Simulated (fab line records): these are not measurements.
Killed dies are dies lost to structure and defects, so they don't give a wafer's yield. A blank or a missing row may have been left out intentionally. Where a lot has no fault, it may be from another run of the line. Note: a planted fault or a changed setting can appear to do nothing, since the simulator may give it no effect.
What tool caused it? || flow n5_finfet || 30 wafers from 10 lots sampled at 4 of the route's 1938 steps

WHAT THE GAUGES SHOWED, per wafer
N5_BEOL_M4_RC_MEAS_101.
{"lot": "L866", "measured": "day 8 07:15", "on": "prober-02", "DIBL_N (mV/V)": "36.1 36.0 36.9", "DIBL_P (mV/V)": "36.1 35.6 36.0", "IOFF_N (nA/um)": "0.17 0.16 0.17", "IOFF_P (nA/um)": "0.21 0.21 0.21", "IOFF_P_85C (nA/um)": "3.6 3.6 3.6", "IOFF_P_LIN (nA/um)": "0.101 0.099 0.099", "IOFF_P_LONG (nA/um)": "0.000103 9.9e-05 9.8e-05", "ION_N (uA/um)": "676 670 689", "ION_P (uA/um)": "463 457 465", "SS_N (mV/dec)": "71.7 71.8 71.4", "SS_P (mV/dec)": "73.4 73.3 74.3", "VT_N (mV)": "248 249 247", "VT_P (mV)": "-253 -250 -252", "VT_P_LONG (mV)": "-277.3 -278.4 -277.9", "VT_P_LVT (mV)": "-98.9 -99.3 -99.5"}
{"lot": "L869", "measured": "day 8 12:54", "on": "prober-02", "DIBL_N (mV/V)": "34.4 36.0 36.2", "DIBL_P (mV/V)": "35.0 36.9 36.9", "IOFF_N (nA/um)": "0.13 0.16 0.16", "IOFF_P (nA/um)": "0.17 0.21 0.20", "IOFF_P_85C (nA/um)": "3.1 3.8 3.6", "IOFF_P_LIN (nA/um)": "0.083 0.100 0.093", "IOFF_P_LONG (nA/um)": "9.8e-05 0.000106 9.9e-05", "ION_N (uA/um)": "658 686 670", "ION_P (uA/um)": "451 467 457", "SS_N (mV/dec)": "70.6 71.6 71.4", "SS_P (mV/dec)": "73.4 73.6 73.9", "VT_N (mV)": "253 250 250", "VT_P (mV)": "-252 -251 -253", "VT_P_LONG (mV)": "-276.9 -275.6 -278.0", "VT_P_LVT (mV)": "-100.4 -96.7 -98.5"}
{"lot": "L870", "measured": "day 9 09:04", "on": "prober-02", "DIBL_N (mV/V)": "36.3 36.1 38.2", "DIBL_P (mV/V)": "36.9 37.0 39.6", "IOFF_N (nA/um)": "0.17 0.17 0.23", "IOFF_P (nA/um)": "0.21 0.21 0.27", "IOFF_P_85C (nA/um)": "3.7 3.7 4.6", "IOFF_P_LIN (nA/um)": "0.100 0.100 0.121", "IOFF_P_LONG (nA/um)": "0.000103 0.000102 9.9e-05", "ION_N (uA/um)": "683 677 687", "ION_P (uA/um)": "459 457 465", "SS_N (mV/dec)": "71.6 71.6 72.3", "SS_P (mV/dec)": "73.3 73.4 74.0", "VT_N (mV)": "250 249 243", "VT_P (mV)": "-253 -253 -249", "VT_P_LONG (mV)": "-277.5 -280.9 -276.0", "VT_P_LVT (mV)": "-99.9 -99.0 -95.7"}
{"lot": "L872", "measured": "day 9 18:20", "on": "prober-01", "DIBL_N (mV/V)": "35.0 33.3 35.1", "DIBL_P (mV/V)": "34.4 31.1 34.3", "IOFF_N (nA/um)": "0.14 0.10 0.14", "IOFF_P (nA/um)": "0.36 0.27 0.36", "IOFF_P_85C (nA/um)": "5.7 4.5 5.6", "IOFF_P_LIN (nA/um)": "0.170 0.141 0.170", "IOFF_P_LONG (nA/um)": "0.000187 0.000174 0.000183", "ION_N (uA/um)": "666 649 662", "ION_P (uA/um)": "491 480 487", "SS_N (mV/dec)": "71.4 70.9 70.7", "SS_P (mV/dec)": "72.8 71.9 73.4", "VT_N (mV)": "251 261 252", "VT_P (mV)": "-236 -237 -236", "VT_P_LONG (mV)": "-255.7 -257.1 -256.3", "VT_P_LVT (mV)": "-81.9 -85.1 -81.9"}
{"lot": "L874", "measured": "day 10 12:10", "on": "prober-01", "DIBL_N (mV/V)": "38.0 37.3 36.9", "DIBL_P (mV/V)": "37.6 34.7 34.7", "IOFF_N (nA/um)": "0.17 0.14 0.14", "IOFF_P (nA/um)": "0.51 0.41 0.41", "IOFF_P_85C (nA/um)": "7.5 6.2 6.3", "IOFF_P_LIN (nA/um)": "0.236 0.198 0.201", "IOFF_P_LONG (nA/um)": "0.000228 0.00022 0.000224", "ION_N (uA/um)": "679 660 664", "ION_P (uA/um)": "516 493 497", "SS_N (mV/dec)": "72.0 71.1 71.9", "SS_P (mV/dec)": "73.8 73.0 72.6", "VT_N (mV)": "250 249 253", "VT_P (mV)": "-225 -230 -229", "VT_P_LONG (mV)": "-252.3 -251.8 -252.2", "VT_P_LVT (mV)": "-75.2 -78.8 -77.9"}
{"lot": "L876", "measured": "day 10 18:57", "on": "prober-01", "DIBL_N (mV/V)": "35.4 35.0 35.7", "DIBL_P (mV/V)": "36.1 35.7 36.6", "IOFF_N (nA/um)": "0.14 0.14 0.14", "IOFF_P (nA/um)": "0.17 0.17 0.18", "IOFF_P_85C (nA/um)": "3.1 3.0 3.3", "IOFF_P_LIN (nA/um)": "0.085 0.083 0.088", "IOFF_P_LONG (nA/um)": "9.8e-05 8.9e-05 9.8e-05", "ION_N (uA/um)": "667 676 664", "ION_P (uA/um)": "452 460 452", "SS_N (mV/dec)": "71.0 71.0 71.4", "SS_P (mV/dec)": "73.5 72.2 73.3", "VT_N (mV)": "253 251 254", "VT_P (mV)": "-256 -255 -255", "VT_P_LONG (mV)": "-281.9 -279.5 -280.1", "VT_P_LVT (mV)": "-103.0 -103.3 -102.1"}
{"lot": "L878", "measured": "day 11 10:46", "on": "prober-01", "DIBL_N (mV/V)": "36.6 36.2 33.7", "DIBL_P (mV/V)": "35.3 33.9 31.4", "IOFF_N (nA/um)": "0.16 0.15 0.12", "IOFF_P (nA/um)": "0.44 0.37 0.32", "IOFF_P_85C (nA/um)": "6.4 5.7 5.0", "IOFF_P_LIN (nA/um)": "0.203 0.178 0.162", "IOFF_P_LONG (nA/um)": "0.000192 0.000187 0.000191", "ION_N (uA/um)": "667 665 658", "ION_P (uA/um)": "498 492 483", "SS_N (mV/dec)": "71.8 71.3 70.5", "SS_P (mV/dec)": "73.5 72.6 72.6", "VT_N (mV)": "249 253 252", "VT_P (mV)": "-229 -230 -232", "VT_P_LONG (mV)": "-254.7 -252.4 -254.8", "VT_P_LVT (mV)": "-77.4 -79.6 -81.4"}
{"lot": "L881", "measured": "day 11 19:40", "on": "prober-01", "DIBL_N (mV/V)": "35.4 33.9 32.9", "DIBL_P (mV/V)": "35.8 34.5 33.4", "IOFF_N (nA/um)": "0.15 0.13 0.11", "IOFF_P (nA/um)": "0.21 0.18 0.17", "IOFF_P_85C (nA/um)": "3.6 3.3 3.2", "IOFF_P_LIN (nA/um)": "0.094 0.086 0.084", "IOFF_P_LONG (nA/um)": "0.000114 0.000106 0.000105", "ION_N (uA/um)": "672 656 646", "ION_P (uA/um)": "465 454 457", "SS_N (mV/dec)": "71.2 70.8 70.6", "SS_P (mV/dec)": "73.1 72.5 72.7", "VT_N (mV)": "249 254 253", "VT_P (mV)": "-250 -250 -252", "VT_P_LONG (mV)": "-275.8 -276.7 -278.5", "VT_P_LVT (mV)": "-96.6 -98.4 -98.9"}
{"lot": "L883", "measured": "day 14 08:28", "on": "prober-01", "DIBL_N (mV/V)": "36.0 35.1 37.1", "DIBL_P (mV/V)": "35.9 33.0 36.0", "IOFF_N (nA/um)": "0.17 0.16 0.18", "IOFF_P (nA/um)": "0.24 0.19 0.23", "IOFF_P_85C (nA/um)": "4.1 3.3 4.0", "IOFF_P_LIN (nA/um)": "0.114 0.095 0.111", "IOFF_P_LONG (nA/um)": "0.000111 0.000112 0.000121", "ION_N (uA/um)": "672 687 669", "ION_P (uA/um)": "463 470 461", "SS_N (mV/dec)": "71.7 71.0 71.3", "SS_P (mV/dec)": "73.3 72.7 73.4", "VT_N (mV)": "250 248 246", "VT_P (mV)": "-246 -250 -248", "VT_P_LONG (mV)": "-275.6 -272.6 -275.4", "VT_P_LVT (mV)": "-94.8 -99.2 -96.1"}
{"lot": "L888", "measured": "day 13 13:10", "on": "prober-02", "DIBL_N (mV/V)": "33.8 39.8 37.5", "DIBL_P (mV/V)": "31.7 39.0 36.7", "IOFF_N (nA/um)": "0.11 0.26 0.18", "IOFF_P (nA/um)": "0.18 0.31 0.27", "IOFF_P_85C (nA/um)": "3.2 5.0 4.4", "IOFF_P_LIN (nA/um)": "0.094 0.139 0.124", "IOFF_P_LONG (nA/um)": "0.000126 0.000127 0.000123", "ION_N (uA/um)": "650 699 690", "ION_P (uA/um)": "464 474 471", "SS_N (mV/dec)": "70.8 71.7 71.7", "SS_P (mV/dec)": "71.4 73.9 73.3", "VT_N (mV)": "253 241 244", "VT_P (mV)": "-249 -241 -244", "VT_P_LONG (mV)": "-272.1 -270.0 -271.1", "VT_P_LVT (mV)": "-99.0 -92.0 -94.2"}

EACH LOT AND THE TOOL THAT RAN IT (in order: tool; ch and the chambers of the sampled wafers; start)
{"lot": "L866", "N5_PMOS_HMC_CHANNEL_EPI_EPI_20": "epi_rpcvd-02 ch 0, day 1 18:26", "N5_BEOL_M4_SPUTTER_79": "pvd_sputter-03, day 8 04:37", "N5_BEOL_M4_SPUTTER_94": "pvd_sputter-03, day 8 05:56"}
{"lot": "L869", "N5_PMOS_HMC_CHANNEL_EPI_EPI_20": "epi_rpcvd-02 ch 0, day 2 11:47", "N5_BEOL_M4_SPUTTER_79": "pvd_sputter-01, day 8 10:16", "N5_BEOL_M4_SPUTTER_94": "pvd_sputter-01, day 8 11:35"}
{"lot": "L870", "N5_PMOS_HMC_CHANNEL_EPI_EPI_20": "epi_rpcvd-02 ch 0, day 2 18:37", "N5_BEOL_M4_SPUTTER_79": "pvd_sputter-01, day 9 06:07", "N5_BEOL_M4_SPUTTER_94": "pvd_sputter-01, day 9 07:26"}
{"lot": "L872", "N5_PMOS_HMC_CHANNEL_EPI_EPI_20": "epi_rpcvd-02 ch 0, day 3 07:30", "N5_BEOL_M4_SPUTTER_79": "pvd_sputter-02, day 9 11:05", "N5_BEOL_M4_SPUTTER_94": "pvd_sputter-02, day 9 16:52"}
{"lot": "L874", "N5_PMOS_HMC_CHANNEL_EPI_EPI_20": "epi_rpcvd-02 ch 0, day 3 18:17", "N5_BEOL_M4_SPUTTER_79": "pvd_sputter-01, day 10 08:23", "N5_BEOL_M4_SPUTTER_94": "pvd_sputter-01, day 10 09:42"}
{"lot": "L876", "N5_PMOS_HMC_CHANNEL_EPI_EPI_20": "epi_rpcvd-03 ch 0, day 4 05:53", "N5_BEOL_M4_SPUTTER_79": "pvd_sputter-03, day 10 16:13", "N5_BEOL_M4_SPUTTER_94": "pvd_sputter-03, day 10 17:32"}
{"lot": "L878", "N5_PMOS_HMC_CHANNEL_EPI_EPI_20": "epi_rpcvd-02 ch 0, day 4 18:06", "N5_BEOL_M4_SPUTTER_79": "pvd_sputter-02, day 11 08:07", "N5_BEOL_M4_SPUTTER_94": "pvd_sputter-02, day 11 09:26"}
{"lot": "L881", "N5_PMOS_HMC_CHANNEL_EPI_EPI_20": "epi_rpcvd-01 ch 0, day 5 12:14", "N5_BEOL_M4_SPUTTER_79": "pvd_sputter-01, day 11 16:29", "N5_BEOL_M4_SPUTTER_94": "pvd_sputter-01, day 11 17:49"}
{"lot": "L883", "N5_PMOS_HMC_CHANNEL_EPI_EPI_20": "epi_rpcvd-01 ch 0, day 6 00:22", "N5_BEOL_M4_SPUTTER_79": "pvd_sputter-01, day 14 05:12", "N5_BEOL_M4_SPUTTER_94": "pvd_sputter-01, day 14 06:31"}
{"lot": "L888", "N5_PMOS_HMC_CHANNEL_EPI_EPI_20": "epi_rpcvd-03 ch 0, day 7 06:44", "N5_BEOL_M4_SPUTTER_79": "pvd_sputter-02, day 13 10:19", "N5_BEOL_M4_SPUTTER_94": "pvd_sputter-02, day 13 11:38"}
- N5_PMOS_HMC_CHANNEL_EPI_EPI_20: deposits SiGe30, target thk 59 nm.
- N5_BEOL_M4_SPUTTER_79: material Cu, target thk 4.5 nm, time 8.29 s.
- N5_BEOL_M4_SPUTTER_94: material Cu, target thk 4.5 nm, time 8.29 s.

WHAT THE TOOLS THEMSELVES READ (means of the sampled wafers that have a number; where no wafer has one, the mark that the record gives instead)
N5_BEOL_M4_SPUTTER_79.
{"lot": "L866", "tool": "pvd_sputter-03", "throttle_valve_pct (%)": 29.4}
{"lot": "L869", "tool": "pvd_sputter-01", "throttle_valve_pct (%)": 30.5}
{"lot": "L870", "tool": "pvd_sputter-01", "throttle_valve_pct (%)": 30.2}
{"lot": "L872", "tool": "pvd_sputter-02", "throttle_valve_pct (%)": 29.8}
{"lot": "L874", "tool": "pvd_sputter-01", "throttle_valve_pct (%)": 29.7}
{"lot": "L876", "tool": "pvd_sputter-03", "throttle_valve_pct (%)": 29.8}
{"lot": "L878", "tool": "pvd_sputter-02", "throttle_valve_pct (%)": 29.1}
{"lot": "L881", "tool": "pvd_sputter-01", "throttle_valve_pct (%)": 30.5}
{"lot": "L883", "tool": "pvd_sputter-01", "throttle_valve_pct (%)": 30.7}
{"lot": "L888", "tool": "pvd_sputter-02", "throttle_valve_pct (%)": 29.4}

N5_BEOL_M4_SPUTTER_94.
{"lot": "L866", "tool": "pvd_sputter-03", "throttle_valve_pct (%)": 29.4}
{"lot": "L869", "tool": "pvd_sputter-01", "throttle_valve_pct (%)": 30.5}
{"lot": "L870", "tool": "pvd_sputter-01", "throttle_valve_pct (%)": 29.9}
{"lot": "L872", "tool": "pvd_sputter-02", "throttle_valve_pct (%)": 29.8}
{"lot": "L874", "tool": "pvd_sputter-01", "throttle_valve_pct (%)": 29.7}
{"lot": "L876", "tool": "pvd_sputter-03", "throttle_valve_pct (%)": 29.8}
{"lot": "L878", "tool": "pvd_sputter-02", "throttle_valve_pct (%)": 29.0}
{"lot": "L881", "tool": "pvd_sputter-01", "throttle_valve_pct (%)": 30.9}
{"lot": "L883", "tool": "pvd_sputter-01", "throttle_valve_pct (%)": 30.7}
{"lot": "L888", "tool": "pvd_sputter-02", "throttle_valve_pct (%)": 29.3}

THE ANSWER, worked out from the rows above alone
Rule: what is usual is taken from the lots themselves. Put in order of their means at a reading, lots are off if they are a third of the lots or fewer, leave a main group of 4 or more, and stand apart from it by a gap of 3 or more times the standard deviation of the main group's means; of several such gaps the widest counts. Not used: any main group whose means are identical at the precision the tables above print for the reading. Also off: a lot with no number at a reading for which 4 or more lots have one. All remaining lots with rows at the step are treated as sound. The gauges are gone through in route order, then the tools' own readings, and for those a lot's mean is taken as printed above. The first step at which some lot is off is used, and at that step the reading that is off furthest; a lot without a number counts as furthest.
Off: L872, L874, L878, at N5_BEOL_M4_RC_MEAS_101 (IOFF_P_LONG). The main group has a mean of 0.000107 nA/um with a standard deviation of 9.7e-06.
If a tool, at a process step before that reading, ran all the lots that are off and no sound lot after the first of them, it fits. Gauges at N5_BEOL_M4_RC_MEAS_101: tried the same way as those tools. One fits: epi_rpcvd-02 at N5_PMOS_HMC_CHANNEL_EPI_EPI_20. Its last sound lot is L870 (day 2 18:37), its first lot that is off L872 (day 3 07:30): a fault that began between those two fits.

WHAT HAD BEEN PUT IN BY THE SIMULATOR
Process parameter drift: epi_rpcvd-02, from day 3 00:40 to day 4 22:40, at N5_PMOS_HMC_CHANNEL_EPI_EPI_20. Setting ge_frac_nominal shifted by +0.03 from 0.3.
Shown lots that were struck: L872, L874, L878. The rule above reached the same finding.
